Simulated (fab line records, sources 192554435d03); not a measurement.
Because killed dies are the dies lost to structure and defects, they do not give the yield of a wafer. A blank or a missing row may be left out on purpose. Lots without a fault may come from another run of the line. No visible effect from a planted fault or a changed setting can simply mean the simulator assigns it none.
Matching of chambers ; flow n5_finfet ; 4 sister chambers for N5_SD_EPI_N_DESCUM_14 on rie_diel-04
The step chemistry O2, time 7.9 s. 8 wafers are shown with their chamber, then 7 later ones without.

WAFERS WITH THEIR CHAMBER
wafer;chamber;showerhead_plenum_p_Torr (Torr);throttle_valve_pct (%)
L076.3;3;2.18;20.58
L076.5;0;2.16;20.44
L078.6;1;2.03;20.33
L084.2;1;2.02;20.37
L084.3;2;2.08;20.75
L084.6;2;2.08;20.75
L085.1;3;2.17;20.62
L085.3;0;2.15;20.48

WAFERS WHOSE CHAMBER IS MISSING
wafer;showerhead_plenum_p_Torr (Torr);throttle_valve_pct (%)
L085.4;2.08;20.76
L088.1;2.08;20.76
L088.5;2.15;20.47
L088.6;2.17;20.62
L093.1;2.14;20.49
L093.3;2.02;20.39
L093.4;2.08;20.80

CHAMBER TAKEN BY EACH
wafer;from the rows above;in truth
L085.4;2;2
L088.1;2;2
L088.5;0;0
L088.6;3;3
L093.1;0;0
L093.3;1;1
L093.4;2;2
Placed correctly: 7 of 7. Not placeable from these rows: 0. Number placed wrongly: 0.
How it was worked out, from the rows above alone: a wafer's distance from a chamber is the root of the sum, over the readings, of the square of ((its reading less the chamber's mean) divided by the reading's scatter). The wafer belongs to the nearest chamber; if the next one is less than 2 further off, it can't be placed. Each chamber's mean is taken over the wafers shown for it. The scatter is the square root of a quotient: the sum, over the shown wafers, of each reading's squared deviation from its chamber's mean, divided by wafers minus chambers.
